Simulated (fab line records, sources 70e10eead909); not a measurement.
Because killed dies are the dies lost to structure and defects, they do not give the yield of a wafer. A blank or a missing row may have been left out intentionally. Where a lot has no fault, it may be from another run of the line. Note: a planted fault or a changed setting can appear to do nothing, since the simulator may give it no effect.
Matching of chambers	flow nandHarc	NHARC_THIN_TSV_ETCH_15 on rieSi-02: 4 sister chambers
The step target depth 3000 nm, bosch target overetch cycles 2, bosch etch step 2.8 s. 7 wafers are shown with their chamber, then 7 later ones without.

== EACH WAFER AND ITS CHAMBER ==
wafer	chamber	drypumpMotorCurrentA (A)
L248.3	3	5.8
L252.3	1	5.9
L254.1	0	5.7
L262.5	2	5.4
L262.6	1	5.9
L263.2	0	5.8
L263.3	2	5.4

== WAFERS WITHOUT THEIR CHAMBER ==
wafer	drypumpMotorCurrentA (A)
L263.5	5.7
L265.2	5.8
L265.4	6.0
L265.5	5.7
L267.3	5.9
L267.4	5.4
L267.6	5.9

== WHICH CHAMBER EACH WENT THROUGH ==
wafer	from the rows above	in truth
L263.5	can't be placed: 0 or 3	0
L265.2	can't be placed: 3 or 0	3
L265.4	1	1
L265.5	can't be placed: 0 or 3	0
L267.3	1	1
L267.4	2	2
L267.6	1	1
4 of 7 placed correctly. Cannot be placed on the basis of these rows: 3; the candidates contain the true chamber in 3. 0 placed wrongly.
How it was worked out, from the rows above alone: a wafer's distance from a chamber is the root of the sum, over the readings, of the square of ((its reading less the chamber's mean) divided by the reading's scatter). The wafer belongs to the nearest chamber; if the next one is less than 2 further off, it can't be placed. For every chamber, the mean is computed from those of its wafers that are shown. The scatter: the root of (the sum of the squares of (reading less its chamber's mean) over the shown wafers, divided by (wafers less chambers)).
